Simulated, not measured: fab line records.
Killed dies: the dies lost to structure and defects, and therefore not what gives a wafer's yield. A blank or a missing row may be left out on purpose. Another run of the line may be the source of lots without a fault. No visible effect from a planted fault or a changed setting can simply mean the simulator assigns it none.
fab line records    flow n5_finfet
record lots=9  wafers=27  last_day=18
route steps=1938 shown BEOL_M9@1434
lots with no fault: from the same line, run without faults
start_h: hours from the record's opening day to when the first of the lot's shown wafers began    wait_h: hours since the lot's step before    " as in the row above    L1.1+2: a single row standing in for several wafers    - value missing, or start not given    * or withheld: withheld    < > ~ a bound
route shown NAME@n: a module of which the file shows steps, and the number in the route of the first    usual: mean/standard deviation taken from wafers without a fault    same: alike in all rows    chamber/n: place in a boat    sites: readings site by site    _std_site: standard deviation of those values    _edge_site: mean of outer sites minus mean of inner sites    radius_mm: how far each site lies from the wafer's centre    mask NAME#n: copy n    behind: the most recent tool/chamber to have shaped the wafer    hold: why the lot went on hold/how many hours it stayed there/how the hold came to an end    device: names the non-switching transistor (n, p or np)    end of line: at the end of the route, the tests of the same wafers    where a step has no rows: the recipe by itself    killed: dies lost to structure and defects at the first sort, not the wafer's yield    map: a wafer's dies, marking killed ones x, the rest . and places with no die _
set.NAME: the run value of the setting; set.NAME@STEP: its run value at that earlier step    model.NAME: the simulator's own value behind a step, which no gauge read
route steps across a sampled set of lots; one table per step, one row per wafer
services: when a tool's chamber went out of use (start_h, in hours from the record's first day, below 0 if earlier), for how many hours, and the reason
## steps
# step N5_BEOL_M9_CD_MEAS_28
# recipe target_cd_nm=70  landing_energy_ev=500  detector=se_inlens  polarity=opening
# usual cd_nm=70.05/0.22
lot.wafer  tool       chamber  start_h  wait_h  cd_nm
L997.1     cd_sem-03  0        227.26   -       70.40
L997.4     "          0        "        "       70.42
L997.5     "          0        "        "       70.29
L100.2     cd_sem-02  0        256.58   -       69.72
L100.3     "          0        "        "       70.05
L100.6     "          0        "        "       70.13
L101.2     cd_sem-01  0        263.44   -       70.13
L101.3     "          0        "        "       69.98
L101.5     "          0        "        "       69.94
L109.3     cd_sem-02  0        299.43   -       69.53
L109.5     "          0        "        "       69.55
L109.6     "          0        "        "       69.96
L110.1     cd_sem-03  0        308.92   -       70.13
L110.2     "          0        "        "       70.21
L110.3     "          0        "        "       70.08
L111.2     cd_sem-02  0        312.55   -       70.03
L111.3     "          0        "        "       70.13
L111.4     "          0        "        "       69.64
L116.2     cd_sem-03  0        340.54   -       70.18
L116.3     "          0        "        "       69.99
L116.6     "          0        "        "       70.25
L115.1     cd_sem-03  0        350.60   -       70.32
L115.4     "          0        "        "       70.02
L115.5     "          0        "        "       70.32
L118.3     cd_sem-02  0        361.78   -       70.13
L118.5     "          0        "        "       69.93
L118.6     "          0        "        "       69.91
# step N5_BEOL_M9_ETCH_76
# recipe chemistry=N2/H2  target=underlayer  target_depth_a=65  mask_material=CAR-EUV  time_s=5.2  ion_energy_ev=200  pressure_mtorr=30  source_w=840  bias_w=150  n2_flow_sccm=200  h2_flow_sccm=200  ends=cleared
# usual bias_w=150.0/0.42  drypump_motor_current_A=5.43/0.29  etch_rf_on_time_s=5.17/0.12  oes_product_au=0.68/0.083  rf_vpp_V=524.5/2.2  showerhead_plenum_p_Torr=2.57/0.063  throttle_valve_pct=17.9/0.3
lot.wafer  tool         chamber  start_h  wait_h  bias_w  drypump_motor_current_A  etch_rf_on_time_s  oes_product_au  rf_hours_counter_h  rf_vpp_V  showerhead_plenum_p_Torr  throttle_valve_pct
L997.1     rie_diel-06  0        227.44   0.0     150.5   5.09                     5.10               0.62            165                 528.4     2.67                      17.9
L997.4     "            1        "        "       149.7   5.47                     5.17               0.79            -                   527.0     2.60                      17.5
L997.5     "            1        "        "       150.1   5.43                     5.04               0.80            -                   525.3     2.60                      17.5
L100.2     rie_diel-06  2        256.74   0.0     150.4   5.89                     5.19               0.63            211                 524.5     2.54                      18.5
L100.3     "            0        "        "       149.9   5.10                     5.12               0.61            175                 526.8     2.66                      18.0
L100.6     "            2        "        "       150.2   5.89                     5.20               0.63            -                   522.3     2.54                      18.5
L101.2     rie_diel-03  0        263.61   0.0     150.5   5.93                     5.35               0.59            219                 525.5     2.50                      17.6
L101.3     "            1        "        "       149.4   5.28                     5.31               0.67            -                   526.6     2.67                      17.6
L101.5     "            0        "        "       150.6   5.93                     5.45               0.58            -                   520.6     2.50                      17.6
L109.3     rie_diel-06  1        299.59   0.0     150.0   5.42                     5.05               0.75            32                  522.7     2.59                      17.6
L109.5     "            1        "        "       150.0   5.45                     5.08               0.75            -                   524.9     2.59                      17.6
L109.6     "            3        "        "       150.4   5.34                     5.31               0.60            -                   525.5     2.53                      18.1
L110.1     rie_diel-06  2        309.08   0.0     150.1   5.90                     5.18               0.61            225                 524.0     2.54                      18.5
L110.2     "            3        "        "       149.1   5.35                     5.23               0.59            206                 522.1     2.53                      18.2
L110.3     "            1        "        "       150.2   5.44                     5.03               0.76            34                  524.1     2.59                      17.6
L111.2     rie_diel-06  1        313.05   0.0     148.5   5.43                     4.99               0.75            35                  526.4     2.59                      17.6
L111.3     "            3        "        "       149.7   5.35                     5.17               0.59            208                 523.7     2.53                      18.2
L111.4     "            2        "        "       149.6   5.90                     5.17               0.62            226                 523.2     2.54                      18.5
L116.2     rie_diel-03  3        340.70   0.0     149.2   5.13                     5.17               0.75            30                  525.2     2.61                      17.9
L116.3     "            2        "        "       150.0   5.26                     5.19               0.78            23                  520.8     2.49                      17.7
L116.6     "            2        "        "       150.2   5.28                     5.25               0.76            -                   519.8     2.49                      17.8
L115.1     rie_diel-05  0        350.76   0.0     149.6   5.06                     5.14               0.76            41                  524.2     2.61                      17.9
L115.4     "            1        "        "       149.9   5.50                     5.10               0.72            81                  523.6     2.47                      17.5
L115.5     "            1        "        "       149.9   5.49                     5.15               0.72            -                   522.7     2.47                      17.5
L118.3     rie_diel-03  2        361.95   0.0     150.2   5.22                     5.16               0.76            30                  521.0     2.49                      17.8
L118.5     "            3        "        "       150.3   5.14                     5.09               0.75            -                   526.9     2.61                      17.9
L118.6     "            2        "        "       150.0   5.20                     5.24               0.74            -                   522.4     2.49                      17.8
# step N5_BEOL_M9_TRENCH_ETCH_37
# recipe chemistry=C4F6/O2  target_depth_a=1514.3  target=SiCOH_lowk  time_s=49  ion_energy_ev=250  pressure_mtorr=30  source_w=345  bias_w=185  Ar_flow_sccm=300  C4F6_flow_sccm=10  O2_flow_sccm=10
# usual bias_w=185.0/0.5  drypump_motor_current_A=5.43/0.29  oes_product_au=0.80/0.097  rf_vpp_V=667/9  showerhead_plenum_p_Torr=2.87/0.074  throttle_valve_pct=20.90/0.21
lot.wafer  tool         chamber  start_h  wait_h  bias_w  drypump_motor_current_A  oes_product_au  rf_hours_counter_h  rf_vpp_V  showerhead_plenum_p_Torr  throttle_valve_pct
L997.1     rie_diel-06  0        227.81   -       184.8   5.11                     0.73            165                 676       2.96                      20.86
L997.4     "            1        "        "       185.4   5.46                     0.94            -                   664       2.92                      20.76
L997.5     "            1        "        "       185.5   5.43                     0.92            -                   663       2.92                      20.77
L100.2     rie_diel-06  2        256.99   -       184.4   5.88                     0.73            211                 664       2.81                      21.24
L100.3     "            0        "        "       185.2   5.07                     0.72            175                 675       2.95                      20.90
L100.6     "            2        "        "       184.3   5.90                     0.73            -                   664       2.81                      21.23
L101.2     rie_diel-03  0        263.98   -       184.8   5.91                     0.69            219                 667       2.81                      20.66
L101.3     "            1        "        "       184.4   5.29                     0.79            -                   666       3.01                      21.02
L101.5     "            0        "        "       184.9   5.92                     0.69            -                   668       2.81                      20.64
L109.3     rie_diel-06  1        299.83   -       184.6   5.42                     0.87            32                  662       2.91                      20.83
L109.5     "            1        "        "       185.7   5.44                     0.88            -                   664       2.91                      20.81
L109.6     "            3        "        "       185.2   5.32                     0.69            -                   686       2.82                      21.15
L110.1     rie_diel-06  2        309.33   -       185.0   5.89                     0.72            226                 665       2.81                      21.26
L110.2     "            3        "        "       149.5   5.33                     0.66            207                 575       2.82                      21.13
L110.3     "            1        "        "       183.6   5.44                     0.87            34                  663       2.91                      20.81
L111.2     rie_diel-06  1        313.30   -       185.5   5.47                     0.88            35                  663       2.91                      20.82
L111.3     "            3        "        "       148.9   5.31                     0.65            208                 574       2.82                      21.14
L111.4     "            2        "        "       184.8   5.91                     0.71            227                 665       2.81                      21.26
L116.2     rie_diel-03  3        340.94   -       185.0   5.15                     0.89            30                  689       2.89                      20.83
L116.3     "            2        "        "       184.6   5.24                     0.89            23                  660       2.79                      20.74
L116.6     "            2        "        "       184.9   5.26                     0.89            -                   659       2.79                      20.73
L115.1     rie_diel-05  0        351.00   -       185.0   5.02                     0.89            41                  658       2.90                      20.97
L115.4     "            1        "        "       185.2   5.47                     0.84            81                  665       2.76                      20.53
L115.5     "            1        "        "       186.3   5.47                     0.83            -                   665       2.76                      20.54
L118.3     rie_diel-03  2        362.19   -       185.3   5.27                     0.89            31                  658       2.79                      20.74
L118.5     "            3        "        "       184.2   5.13                     0.88            -                   688       2.89                      20.84
L118.6     "            2        "        "       183.8   5.26                     0.88            -                   660       2.79                      20.74
# step N5_BEOL_M9_OCD_MEAS_38
# usual trench_depth_nm=152/3.1
lot.wafer  tool    chamber  start_h  wait_h  trench_depth_nm
L997.1     ocd-01  -        228.06   -       153
L997.4     "       -        "        "       155
L997.5     "       -        "        "       153
L100.2     ocd-02  -        257.16   -       150
L100.3     "       -        "        "       155
L100.6     "       -        "        "       151
L101.2     ocd-01  -        264.23   -       146
L101.3     "       -        "        "       151
L101.5     "       -        "        "       146
L109.3     ocd-01  -        300.01   -       153
L109.5     "       -        "        "       154
L109.6     "       -        "        "       149
L110.1     ocd-02  -        309.50   -       151
L110.2     "       -        "        "       139
L110.3     "       -        "        "       155
L111.2     ocd-01  -        313.47   -       154
L111.3     "       -        "        "       138
L111.4     "       -        "        "       150
L116.2     ocd-01  -        341.12   -       154
L116.3     "       -        "        "       151
L116.6     "       -        "        "       150
L115.1     ocd-01  -        351.18   -       153
L115.4     "       -        "        "       153
L115.5     "       -        "        "       152
L118.3     ocd-01  -        362.37   -       151
L118.5     "       -        "        "       154
L118.6     "       -        "        "       152
# step N5_BEOL_M9_CD_MEAS_35
# recipe target_cd_nm=70  target_cd_y_nm=40  polarity=opening
# usual cd_nm=70.0/0.53
lot.wafer  tool       chamber  start_h  wait_h  cd_nm
L997.1     cd_sem-03  -        228.22   0.0     70.5
L997.4     "          -        "        "       69.8
L997.5     "          -        "        "       70.5
L100.2     cd_sem-02  -        257.32   0.0     69.9
L100.3     "          -        "        "       70.8
L100.6     "          -        "        "       70.1
L101.2     cd_sem-02  -        264.38   0.0     69.5
L101.3     "          -        "        "       70.0
L101.5     "          -        "        "       69.6
L109.3     cd_sem-02  -        300.16   0.0     68.8
L109.5     "          -        "        "       69.5
L109.6     "          -        "        "       70.1
L110.1     cd_sem-03  -        309.66   0.0     70.0
L110.2     "          -        "        "       69.9
L110.3     "          -        "        "       71.2
L111.2     cd_sem-02  -        313.63   0.0     69.6
L111.3     "          -        "        "       70.5
L111.4     "          -        "        "       70.4
L116.2     cd_sem-03  -        341.27   0.0     69.8
L116.3     "          -        "        "       70.2
L116.6     "          -        "        "       70.5
L115.1     cd_sem-03  -        351.33   0.0     69.2
L115.4     "          -        "        "       70.4
L115.5     "          -        "        "       68.7
L118.3     cd_sem-02  -        362.52   0.0     69.8
L118.5     "          -        "        "       70.6
L118.6     "          -        "        "       69.6
# step N5_BEOL_M9_THK_MEAS_53
# recipe thk_meas_gauge=xrf  reads=Cu_of_BEOL_M9_ECD_50
# usual M9_THK=142/3.2
lot.wafer  tool           chamber  start_h  wait_h  M9_THK[nm]
L997.1     film_metro-02  -        230.24   -       144
L997.4     "              -        "        "       145
L997.5     "              -        "        "       144
L100.2     film_metro-01  -        260.63   -       140
L100.3     "              -        "        "       143
L100.6     "              -        "        "       141
L101.2     film_metro-01  -        268.21   -       137
L101.3     "              -        "        "       142
L101.5     "              -        "        "       136
L109.3     film_metro-01  -        302.37   -       143
L109.5     "              -        "        "       143
L109.6     "              -        "        "       138
L110.1     film_metro-01  -        311.68   -       141
L110.2     "              -        "        "       128
L110.3     "              -        "        "       143
L111.2     film_metro-01  -        316.80   -       143
L111.3     "              -        "        "       126
L111.4     "              -        "        "       138
L116.2     film_metro-02  -        344.30   -       142
L116.3     "              -        "        "       140
L116.6     "              -        "        "       139
L115.1     film_metro-02  -        353.85   -       142
L115.4     "              -        "        "       142
L115.5     "              -        "        "       142
L118.3     film_metro-02  -        365.04   -       141
L118.5     "              -        "        "       145
L118.6     "              -        "        "       140
# step N5_BEOL_M9_RS_MEAS_57
# recipe thk_meas_gauge=four-point-probe  reads=Cu_of_BEOL_M9_ECD_50+Co_of_BEOL_M9_CVD_78+TaN_of_BEOL_M9_ALD_74
# usual M9_RS=0.150/0.0038
lot.wafer  tool           chamber  start_h  wait_h  M9_RS[ohm/sq]
L997.1     film_metro-01  -        230.41   0.1     0.150
L997.4     "              -        "        "       0.148
L997.5     "              -        "        "       0.149
L100.2     film_metro-01  -        260.76   0.1     0.154
L100.3     "              -        "        "       0.149
L100.6     "              -        "        "       0.152
L101.2     film_metro-02  -        268.35   0.1     0.158
L101.3     "              -        "        "       0.151
L101.5     "              -        "        "       0.157
L109.3     film_metro-02  -        302.51   0.1     0.149
L109.5     "              -        "        "       0.149
L109.6     "              -        "        "       0.154
L110.1     film_metro-01  -        311.81   0.1     0.150
L110.2     "              -        "        "       0.167
L110.3     "              -        "        "       0.148
L111.2     film_metro-01  -        316.94   0.1     0.148
L111.3     "              -        "        "       0.171
L111.4     "              -        "        "       0.154
L116.2     film_metro-02  -        344.47   0.1     0.148
L116.3     "              -        "        "       0.151
L116.6     "              -        "        "       0.152
L115.1     film_metro-01  -        353.99   0.1     0.150
L115.4     "              -        "        "       0.150
L115.5     "              -        "        "       0.149
L118.3     film_metro-01  -        365.17   0.1     0.151
L118.5     "              -        "        "       0.146
L118.6     "              -        "        "       0.151
## services
tool         chamber  start_h  hours  kind
rie_diel-03  3        207.89   9.7    repair
rie_diel-03  3        218.18   -      clean
rie_diel-03  3        218.18   -      consumable_replace:focus_ring
rie_diel-03  3        218.18   18.2   scheduled_down
rie_diel-03  3        218.18   18.2   vent_cycle
rie_diel-03  -        223.67   1.2    repair
rie_diel-06  3        226.39   4.2    repair
rie_diel-06  2        227.03   16.7   repair
rie_diel-03  2        249.30   -      clean
rie_diel-03  2        249.30   -      consumable_replace:focus_ring
rie_diel-03  2        249.30   16.8   scheduled_down
rie_diel-03  2        249.30   16.8   vent_cycle
rie_diel-03  -        252.99   2.8    pm
rie_diel-03  3        257.10   10.3   repair
rie_diel-03  0        275.51   4.4    repair
rie_diel-03  -        281.98   0.1    repair
rie_diel-06  0        287.29   12.3   repair
rie_diel-05  2        295.07   17.0   repair
rie_diel-05  2        316.07   4.0    repair
rie_diel-03  3        317.28   3.7    repair
rie_diel-03  0        360.38   -      clean
rie_diel-03  0        360.38   -      consumable_replace:focus_ring
rie_diel-03  0        360.38   16.6   scheduled_down
rie_diel-03  0        360.38   16.6   vent_cycle
## key
first_sign step=N5_BEOL_M9_TRENCH_ETCH_37  reading=bias_w  direction=down  sigmas=71  usual=*  struck=*
effect step=N5_BEOL_M9_TRENCH_ETCH_37  reading=rf_vpp_V  direction=down  sigmas=10  usual=667  struck=575
effect step=N5_BEOL_M9_OCD_MEAS_38  reading=trench_depth_nm  direction=down  sigmas=4.4  usual=152  struck=138
effect step=N5_BEOL_M9_THK_MEAS_53  reading=M9_THK  direction=down  sigmas=4.7  usual=142  struck=127
effect step=N5_BEOL_M9_RS_MEAS_57  reading=M9_RS  direction=up  sigmas=5  usual=0.150  struck=0.169
met_at N5_BEOL_M9_TRENCH_ETCH_37
struck_lots L110,L111
struck_wafers L110.2,L111.3
not_acting_at N5_BEOL_M9_CD_MEAS_28,N5_BEOL_M9_ETCH_76,N5_BEOL_M9_CD_MEAS_35
onset_between 299.83 309.33
fault kind=process_parameter_drift  tool=rie_diel-06  chamber=3  onset_h=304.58  steps=N5_BEOL_M9_TRENCH_ETCH_37  channel=bias_w  offset=*  shape=step  end_h=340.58  acts_in=*  stated=*
